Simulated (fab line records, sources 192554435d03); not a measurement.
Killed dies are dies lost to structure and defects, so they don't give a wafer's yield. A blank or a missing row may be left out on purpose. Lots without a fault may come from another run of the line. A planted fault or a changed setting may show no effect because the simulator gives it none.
fab line records | flow n5_finfet
record lots=3 wafers=9 last_day=16
route steps=1938 shown FIN_SAQP@124 FIN_CUT@154 BEOL_M4@1111 PASSIVATION@1936
lots that met no fault: from a run of the same line without faults
start_h: hours from the record's first day to the start of the lot's first wafer shown | wait_h: hours since the lot's step before | " the same as in the row above | L1.1+2: a row that stands for several wafers | - no value, or no start given | * or withheld: withheld | < > ~ a bound
route shown NAME@n: a module of which the file shows steps, and the number in the route of the first | usual: mean/standard deviation of fault-free wafers | same: alike in all rows | chamber/n: place in a boat | sites: the reading at each site | _std_site: their standard deviation | _edge_site: outer sites' mean less inner sites' | radius_mm: how far each site lies from the wafer's centre | mask NAME#n: copy n | behind: the tool/chamber that last shaped the wafer | hold: why the lot was held/for how many hours/how that ended | device: the transistor (n, p or np) that didn't switch | end of line: the same wafers' tests at the end of the route | a step without rows: its recipe alone | killed: dies lost to structure and defects at the first sort, not the wafer's yield | map: a wafer's dies, x killed, . not, _ none there
set.NAME: the setting as run; set.NAME@STEP: as run at that earlier step | model.NAME: the simulator's own value behind a step, which no gauge read
lots at some steps of the route; a table a step, a row a wafer
services: from which hour (start_h, from the record's first day; less than 0 if before it) a tool's chamber was out of use, for how many hours, and why
## steps
# step N5_FIN_SAQP_RECESS_75
# recipe chemistry=HF/NH3 target=SiO2 target_depth_a=144 afs_cycles=3 temp_c=30 sublimation_temp_c=180 sublimation_time_s=60
# step N5_FIN_SAQP_SPACER1_ALD_24
# recipe material=SiO2 target_thk_a=203 temp_c=300 ald_precursor_family=BDEAS ald_co_reactant=O2-plasma pulse_time_s=1 purge_time_s=2 co_reactant_purge_time_s=2 ald_cycles=218 pressure_torr=2
# step N5_FIN_SAQP_SPACER1_ETCHBACK_25
# recipe chemistry=CHF3/O2 mode=anisotropic_etchback target=SiO2 target_depth_a=244 time_s=12.2 pressure_mtorr=30 source_w=650 bias_w=170 Ar_flow_sccm=200 CHF3_flow_sccm=50 O2_flow_sccm=5 ion_energy_ev=200
# step N5_FIN_SAQP_MANDREL1_REMOVE_56
# recipe chemistry=HBr/Cl2/O2 bt_time_s=10 target=a-Si stop_on=SiNx endpoint=OES-SiCl over_etch_frac=1 icp_w=600 bias_w=22 HBr_flow_sccm=150 Cl2_flow_sccm=80 O2_flow_sccm=5 pressure_mtorr=10
# step N5_FIN_SAQP_ETCH_57
# recipe chemistry=CH3F/O2 target=SiNx mask_material=SiO2 target_depth_a=325 time_s=46.4 pressure_mtorr=30 source_w=395 bias_w=73 Ar_flow_sccm=150 CH3F_flow_sccm=30 O2_flow_sccm=20 ion_energy_ev=120 ends=cleared
# step N5_FIN_SAQP_ETCH_65
# recipe chemistry=CF4 target=SiO2 target_depth_a=40 ion_energy_ev=350 time_s=4.4 pressure_mtorr=10 icp_w=800 bias_w=400 cf4_flow_sccm=80
# step N5_FIN_SAQP_MANDREL_ETCH_58
# recipe chemistry=HBr/Cl2 target=a-Si target_depth_a=450 bt_time_s=10 stop_on=SiNx mask_material=SiO2 over_etch_frac=0.8 time_s=27 pressure_mtorr=10 icp_w=800 bias_w=75 HBr_flow_sccm=150 Cl2_flow_sccm=80 ends=end_point
# step N5_FIN_SAQP_RECESS_63
# recipe chemistry=HF/NH3 target=SiO2 target_depth_a=180 afs_cycles=3 temp_c=30 sublimation_temp_c=180 sublimation_time_s=60
# step N5_FIN_SAQP_COAT_68
# recipe resist=SOC temp_c=250 time_s=60 spin_rpm=1500 resist_thk_nm=100
# step N5_FIN_SAQP_ETCH_69
# recipe chemistry=N2/H2 target=SOC target_depth_a=1500 stop_on=SiNx ion_energy_ev=100 bias_w=61 pressure_mtorr=30 source_w=850 n2_flow_sccm=200 h2_flow_sccm=200
# step N5_FIN_SAQP_ETCH_67
# recipe chemistry=CH3F/O2 target=SiNx target_depth_a=300 mask_material=SOC pressure_mtorr=30 source_w=395 bias_w=73 Ar_flow_sccm=150 CH3F_flow_sccm=30 O2_flow_sccm=20 ion_energy_ev=120
# step N5_FIN_SAQP_STRIP_70
# recipe chemistry=N2/H2 power_w=500 temp_c=40 pressure_mtorr=50 rf_frequency_hz=6e+07 overash_fraction=0.3 bias_power_w=28 h2_frac=0.5 n2_flow_sccm=300 h2_flow_sccm=300
# usual drypump_motor_current_A=5.58/0.28 oes_product_au=0.80/0.081 rf_vpp_V=122.1/0.91 showerhead_plenum_p_Torr=3.43/0.096 throttle_valve_pct=19.0/0.53
# columns lot.wafer tool chamber start_h wait_h drypump_motor_current_A oes_product_au rf_hours_counter_h rf_vpp_V showerhead_plenum_p_Torr throttle_valve_pct
L801.3 rie_diel-03 3 50.09 0.0 5.16 0.77 116 122.2 3.40 19.1
L801.5 " 0 " " 5.29 0.72 - 122.2 3.43 18.7
L801.6 " 3 " " 5.17 0.78 - 122.7 3.40 19.1
L808.1 rie_diel-03 0 91.39 0.0 5.31 0.71 219 123.0 3.42 18.7
L808.3 " 3 " " 5.16 0.76 131 120.6 3.39 19.1
L808.5 " 1 " " 5.78 0.82 - 121.3 3.38 18.6
L814.3 rie_diel-01 1 126.47 0.0 5.49 0.77 156 122.0 3.51 19.0
L814.5 " 0 " " 5.74 0.89 - 123.3 3.58 18.6
L814.6 " 1 " " 5.47 0.77 - 121.4 3.51 19.0
# step N5_FIN_SAQP_RECESS_71
# recipe chemistry=HF/NH3 target=SiO2 target_depth_a=30 afs_cycles=1 temp_c=30 sublimation_temp_c=180 sublimation_time_s=60
# step N5_FIN_SAQP_SPACER2_ALD_28
# recipe material=SiO2 target_thk_a=81 temp_c=300 ald_precursor_family=BDEAS ald_co_reactant=O2-plasma pulse_time_s=1 purge_time_s=2 co_reactant_purge_time_s=2 pressure_torr=2
# step N5_FIN_SAQP_SPACER2_ETCHBACK_29
# recipe chemistry=CHF3/O2 mode=anisotropic_etchback target=SiO2 target_depth_a=122 time_s=6.1 pressure_mtorr=30 source_w=650 bias_w=170 Ar_flow_sccm=200 CHF3_flow_sccm=50 O2_flow_sccm=5 ion_energy_ev=200
# step N5_FIN_SAQP_MANDREL2_REMOVE_60
# recipe chemistry=HBr/Cl2/O2 bt_time_s=10 target=a-Si stop_on=SiNx endpoint=OES-SiCl over_etch_frac=1 icp_w=600 bias_w=22 HBr_flow_sccm=150 Cl2_flow_sccm=80 O2_flow_sccm=5 pressure_mtorr=10
# step N5_FIN_SAQP_HM_OPEN_33
# recipe chemistry=CH3F/O2 target=SiNx mask_material=SiO2 target_depth_a=494 time_s=70.6 pressure_mtorr=30 source_w=395 bias_w=73 Ar_flow_sccm=150 CH3F_flow_sccm=30 O2_flow_sccm=20 ion_energy_ev=120 ends=cleared
# step N5_FIN_SAQP_ETCH_34
# recipe chemistry=C4F6/O2 target=SiO2 target_depth_a=450 time_s=15 ion_energy_ev=250 pressure_mtorr=30 source_w=345 bias_w=185 Ar_flow_sccm=300 C4F6_flow_sccm=10 O2_flow_sccm=10 ends=cleared
# step N5_FIN_SAQP_STRIP_77
# recipe chemistry=N2/H2 time_s=90 power_w=100 temp_c=40 pressure_mtorr=100 rf_frequency_hz=6e+07 bias_power_w=3 n2_flow_sccm=300 h2_flow_sccm=300
# step N5_FIN_SAQP_ETCH_64
# recipe chemistry=CF4 target=SiO2 target_depth_a=15 ion_energy_ev=350 pressure_mtorr=10 icp_w=800 bias_w=400 cf4_flow_sccm=80
# step N5_FIN_SAQP_FIN_ETCH_36
# recipe chemistry=HBr/Cl2/O2 target_depth_a=1200 mask_material=SiNx time_s=50.4 bias_w=102 pressure_mtorr=10 icp_w=800 HBr_flow_sccm=150 Cl2_flow_sccm=80 O2_flow_sccm=12
# step N5_FIN_SAQP_PRECLEAN_38
# recipe chemistry=O3/DIW time_s=45 temp_c=22 o3_ppm=10
# step N5_FIN_SAQP_PRECLEAN_45
# recipe chemistry=dHF time_s=10 dilution=500:1 temp_c=25
# step N5_FIN_SAQP_SRD_39
# recipe dry=ipa_marangoni time_s=30 temp_c=23 rinse_liquid=diw
# step N5_FIN_SAQP_INSPECT_40
# recipe inspect_instrument=brightfield mode=aei
# usual raw_defect_count=247/66
# columns lot.wafer tool chamber start_h wait_h raw_defect_count
L801.3 defect_inspect-02 - 51.56 0.0 198
L801.5 " - " " 234
L801.6 " - " " 176
L808.1 defect_inspect-01 - 92.71 0.0 284
L808.3 " - " " 880
L808.5 " - " " 238
L814.3 defect_inspect-01 - 127.81 0.0 177
L814.5 " - " " 318
L814.6 " - " " 226
# step N5_FIN_CUT_COAT_18
# recipe resist=SOC temp_c=250 time_s=60 spin_rpm=1500 resist_thk_nm=230
# step N5_FIN_CUT_COAT_19
# recipe resist=SiARC temp_c=220 time_s=60 spin_rpm=1500 resist_thk_nm=20
# step N5_FIN_CUT_COAT_29
# recipe resist=underlayer temp_c=205 time_s=60 spin_rpm=1500 resist_thk_nm=10
# step N5_FIN_CUT_COAT_02
# recipe resist=CAR-EUV spin_rpm=1500 resist_thk_nm=30
# step N5_FIN_CUT_EBR_04
# recipe solvent=PGMEA ebr_width_mm=1.5
# step N5_FIN_CUT_SOFTBAKE_03
# recipe temp_c=110 time_s=60 resist=CAR-EUV
# step N5_FIN_CUT_EXPOSE_05
# recipe mask_id=FIN_CUT na=0.33 source_shape=annular sigma_inner=0.35 sigma_outer=0.8 polarization=unpolarized dose_mj=45.75
# step N5_FIN_CUT_PEB_06
# recipe peb_temp_c=100 peb_time_s=60 resist=CAR-EUV
# step N5_FIN_CUT_DEVELOP_07
# recipe develop_time_s=30 developer=TMAH resist=CAR-EUV rinse_liquid=surfactant_rinse dry=air_spin dev_temp_c=23
# step N5_FIN_CUT_INSPECT_10
# recipe mode=adi inspect_instrument=brightfield
# usual raw_defect_count=44/13
# columns lot.wafer tool chamber start_h wait_h raw_defect_count
L801.3 defect_inspect-01 - 51.96 0.0 43
L801.5 " - " " 46
L801.6 " - " " 35
L808.1 defect_inspect-01 - 93.10 0.1 48
L808.3 " - " " 695
L808.5 " - " " 46
L814.3 defect_inspect-02 - 128.32 0.0 37
L814.5 " - " " 50
L814.6 " - " " 41
# step N5_BEOL_M4_RC_MEAS_101
# usual DIBL_N=36.1/1.6 DIBL_P=35.7/1.8 IOFF_N=0.159/0.027 IOFF_P=0.21/0.03 ION_N=673/10 ION_P=462/7.4 SS_N=71.4/0.56 SS_P=73.2/0.61 VT_N=249.7/3 VT_P=-250/3.1
# columns lot.wafer tool chamber start_h wait_h DIBL_N[mV/V] DIBL_P[mV/V] IOFF_N[nA/um] IOFF_P[nA/um] ION_N[uA/um] ION_P[uA/um] SS_N[mV/dec] SS_P[mV/dec] VT_N[mV] VT_P[mV]
L801.3 prober-02 0 185.47 0.3 37.4 35.6 0.154 0.18 667 455 71.5 73.2 253.0 -254
L801.5 " 0 " " 37.4 37.2 0.157 0.20 667 458 71.6 73.3 250.0 -252
L801.6 " 0 " " 37.6 36.5 0.149 0.18 656 445 71.7 73.3 252.7 -254
L808.1 prober-02 0 233.33 0.0 34.8 35.1 0.143 0.19 666 460 70.8 73.1 252.5 -251
L808.3 " 0 " " 35.1 35.9 0.156 0.20 683 468 71.5 73.0 249.0 -249
L808.5 " 0 " " 34.7 35.2 0.138 0.19 671 460 70.9 72.8 250.0 -253
L814.3 prober-02 0 276.86 0.3 40.6 42.1 0.289 0.32 697 471 73.1 74.0 239.8 -246
L814.5 " 0 " " 34.8 35.2 0.147 0.18 673 462 72.1 72.6 249.2 -253
L814.6 " 0 " " 35.9 36.2 0.167 0.20 676 456 70.6 72.3 246.7 -251
# step N5_PASSIVATION_PROBE_49
# usual defect_limited_yield=91.0/1.3 killed_at_M0_to_M3=33/10 killed_at_M4_up=14/5.6 killed_at_contacts=12/5.8 killed_at_front_end=43/11 killed_at_other=4.1/2.8 killed_dies=106/15 killed_open=70/12 killed_short=34/7.5 sort_bin_4_leakage=0.00/0.0099 sort_bin_5_function=5.3/0.88 sort_bin_6_memory=3.3/0.64 sort_bin_8_speed=0.00/0.016 sort_n_pass=1074/15 sort_yield_pct=91.0/1.3
# same gross_dies=1180 killed_at_back_side=0
# columns lot.wafer tool chamber start_h wait_h defect_limited_yield[%] killed_at_M0_to_M3 killed_at_M4_up killed_at_contacts killed_at_front_end killed_at_other killed_dies killed_open killed_short sort_bin_4_leakage[%] sort_bin_5_function[%] sort_bin_6_memory[%] sort_bin_8_speed[%] sort_n_pass sort_yield_pct[%]
L801.3 prober-02 - 293.27 0.1 90.9 35 6 23 42 1 107 67 39 0 5.8 3.1 0 1073 90.9
L801.5 prober-02 - 293.37 0.2 90.4 52 13 12 35 1 113 72 40 0 5.9 3.1 0 1067 90.4
L801.6 prober-02 - 293.42 0.3 90.8 54 9 10 33 2 108 83 24 0 5.1 3.9 0.08 1071 90.8
L808.1 prober-01 - 347.30 0.0 91.2 47 8 14 34 1 104 65 37 0 5.4 3.2 0 1076 91.2
L808.3 prober-01 - 347.40 0.1 80.6 40 12 5 170 2 229 51 43 0 11.5 4.8 0 951 80.6
L808.5 prober-01 - 347.50 0.2 90.2 52 10 16 33 5 116 67 44 0 5.5 3.7 0 1064 90.2
L814.3 prober-01 - 376.28 0.1 89.0 29 19 25 54 3 130 91 39 0.08 6.4 4.5 0 1049 88.9
L814.5 prober-01 - 376.38 0.2 90.6 30 21 7 46 7 111 77 34 0 5.7 3.5 0 1069 90.6
L814.6 prober-01 - 376.43 0.3 90.3 32 32 16 31 4 115 85 28 0 5.1 4.2 0 1065 90.3
# killed by level:class
L801.3 MOL_CONTACT_COAG:geometric_particle:open=16 STI_FIN_REVEAL:geometric_particle:open=15 BEOL_M0_SAQP:geometric_particle:open=11 STI_FIN_REVEAL:geometric_particle:short=10 BEOL_M0_SAQP:geometric_particle:short=8 MOL_CONTACT_COAG:geometric_particle:short=7 BEOL_M2:geometric_particle:open=7 BEOL_M1:geometric_particle:open=5
L801.5 BEOL_M0_SAQP:geometric_particle:short=11 BEOL_M2:geometric_particle:open=11 GATE_CUT:geometric_particle:short=10 BEOL_M1:geometric_particle:open=10 MOL_CONTACT_COAG:geometric_particle:open=9 STI_FIN_REVEAL:geometric_particle:open=8 BEOL_M0_SAQP:geometric_particle:open=5 BEOL_M3:geometric_particle:open=5
L801.6 BEOL_M0_SAQP:geometric_particle:open=15 BEOL_M2:geometric_particle:open=15 MOL_CONTACT_COAG:geometric_particle:open=10 FIN_SAQP:geometric_particle:open=7 BEOL_M1:geometric_particle:open=7 GATE_CUT:geometric_particle:open=5 BEOL_M0_SAQP:geometric_particle:short=5 BEOL_M0:geometric_particle:open=5
L808.1 BEOL_M0_SAQP:geometric_particle:open=11 MOL_CONTACT_COAG:geometric_particle:open=10 BEOL_M0_SAQP:geometric_particle:short=9 BEOL_M2:geometric_particle:open=7 BEOL_M1:geometric_particle:open=6 BEOL_M3:geometric_particle:open=6 FIN_SAQP:geometric_particle:short=5 GATE_CUT:geometric_particle:short=5
L808.3 FIN_SAQP:unspecified=132 BEOL_M0_SAQP:geometric_particle:short=12 FIN_SAQP:geometric_particle:short=10 STI_FIN_REVEAL:geometric_particle:open=8 BEOL_M0_SAQP:geometric_particle:open=5 BEOL_M1:geometric_particle:open=5 BEOL_M2:geometric_particle:open=5 BEOL_M2:geometric_particle:short=4
L808.5 BEOL_M0_SAQP:geometric_particle:short=15 MOL_CONTACT_COAG:geometric_particle:open=14 STI_FIN_REVEAL:geometric_particle:open=12 BEOL_M0_SAQP:geometric_particle:open=10 BEOL_M2:geometric_particle:short=10 BEOL_M3:geometric_particle:open=8 BEOL_M1:geometric_particle:open=5 BEOL_M4:geometric_particle:open=4
L814.3 BEOL_M0_SAQP:geometric_particle:open=19 MOL_CONTACT_COAG:geometric_particle:open=18 BEOL_M4:geometric_particle:open=13 FIN_SAQP:geometric_particle:open=10 FIN_SAQP:geometric_particle:short=8 STI_FIN_REVEAL:geometric_particle:open=8 BEOL_M0_SAQP:geometric_particle:short=8 DUMMY_GATE:geometric_particle:open=8
L814.5 FIN_SAQP:geometric_particle:open=13 BEOL_M4:geometric_particle:open=12 MOL_CONTACT_COAG:geometric_particle:open=7 BEOL_M0_SAQP:geometric_particle:open=7 FIN_SAQP:geometric_particle:short=6 BEOL_M2:geometric_particle:open=6 STI_FIN_REVEAL:geometric_particle:open=5 DUMMY_GATE:geometric_particle:open=5
L814.6 BEOL_M4:geometric_particle:open=23 MOL_CONTACT_COAG:geometric_particle:open=14 BEOL_M0_SAQP:geometric_particle:open=13 BEOL_M0_SAQP:geometric_particle:short=7 FIN_SAQP:geometric_particle:short=5 STI_FIN_REVEAL:geometric_particle:open=5 DUMMY_GATE:geometric_particle:open=5 STARTING-WAFER:geometric_particle:open=5
# map L808.3 (x killed, . not)
_________________............________________
______________.........x........_____________
___________x..............x........__________
__________.............x............_________
________.x.x.x....................x..._______
_______.........x.x....................______
______x......xx...x....................._____
_____..................xx....x...........____
____...............x......................___
___......x...........x....................x__
___.x..x........................x.......x..__
__...x..............x......x........x......._
__.........x................................_
_...............xxx.............x...........x
_x............x.....xx.....................x.
_......x.x..............x....................
_......x...x.......xx.....x.xx..x.x..........
_.........x.....x......x.x.x.xxxxxx..x......x
_...............x.......xxxxxxxxxxx.xx.x.....
_x...x..............x.x.xxxxxxxxxxxxx...x....
_...........x...........xxxxxxxxxxxx.....x...
__.x..x.......x........xxxxxxxxxxxx.x.....x._
__...................xxxxxxxxxxxxxxx.xx....._
___..................xxxxxxxxxxxxxxx.xx....__
___.x..........x.......xxxxxxxxxxxxxxx.....__
____...x................xxxxxxxxxx.x.x....___
_____............x........xxxxxxxx.x.....____
______..................x...xx.xxx......_____
_______x.........x............x........______
________x..x.............xx...x....x.x_______
__________....x....................._________
___________.......x......xx.x......__________
______________x..........xx..x.._____________
_________________..x.........________________
# map L801.5 (x killed, . not)
_________________.....x......________________
______________x..x.x......x....._____________
___________x......x..............x.__________
__________.................x...x...._________
________........x.........x..........._______
_______x.....x.....x.........x....x....______
______......x...x...........x........x.._____
_____...........................x.....xx.____
____.....x.....x...............x.....xx...___
___....xx.........x..x.........x.........x.__
___.......x.x..............................__
__..x.........x.........x....x....x........._
__...x..x...............x...xx.x............_
_x.............................x.............
_....x...................x...x.x...........x.
_x.......x...x.....xx.....x...x......x.......
_..........x.x..x.x.....xx.....x.............
_.....x..................................x...
_.....x..x..x.....x.......................x..
_..............x......................x......
_........x.........x.x................x......
__.....x...........xx......................._
__...x...........x...........xxx............_
___.......x.x.............x.........x......__
___...........................x............__
____...x............x....x....x...x..x....___
_____....................................____
______....................x.......x..xx._____
_______..........................x.....______
________........x....................._______
__________......x.........x........._________
___________.......................x__________
______________.................._____________
_________________.....x..x...________________
## services
# columns tool chamber start_h hours kind
rie_diel-03 - 32.33 1.6 repair
rie_diel-01 3 33.81 - clean
rie_diel-01 3 33.81 - consumable_replace:focus_ring
rie_diel-01 3 33.81 18.1 scheduled_down
rie_diel-01 3 33.81 18.1 vent_cycle
rie_diel-01 2 87.98 4.9 repair
rie_diel-01 3 105.08 9.1 repair
rie_diel-01 0 113.19 5.2 repair
## key
first_sign step=N5_FIN_SAQP_INSPECT_40 reading=raw_defect_count direction=up sigmas=9.6 usual=247 struck=880
effect step=N5_FIN_CUT_INSPECT_10 reading=raw_defect_count direction=up sigmas=51 usual=44 struck=695
effect step=N5_PASSIVATION_PROBE_49 reading=killed_at_front_end direction=up sigmas=12 usual=43 struck=170
more_kills_born_at N5_FIN_SAQP_STRIP_70@rie_diel-03=132
met_at N5_FIN_SAQP_STRIP_70
struck_wafers L808.3
onset_between 50.09 91.39
fault kind=chamber_particle_source tool=rie_diel-03 chamber=3 onset_h=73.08 steps=N5_FIN_SAQP_STRIP_70 rate_per_visit_cm2=1.1119 end_h=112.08
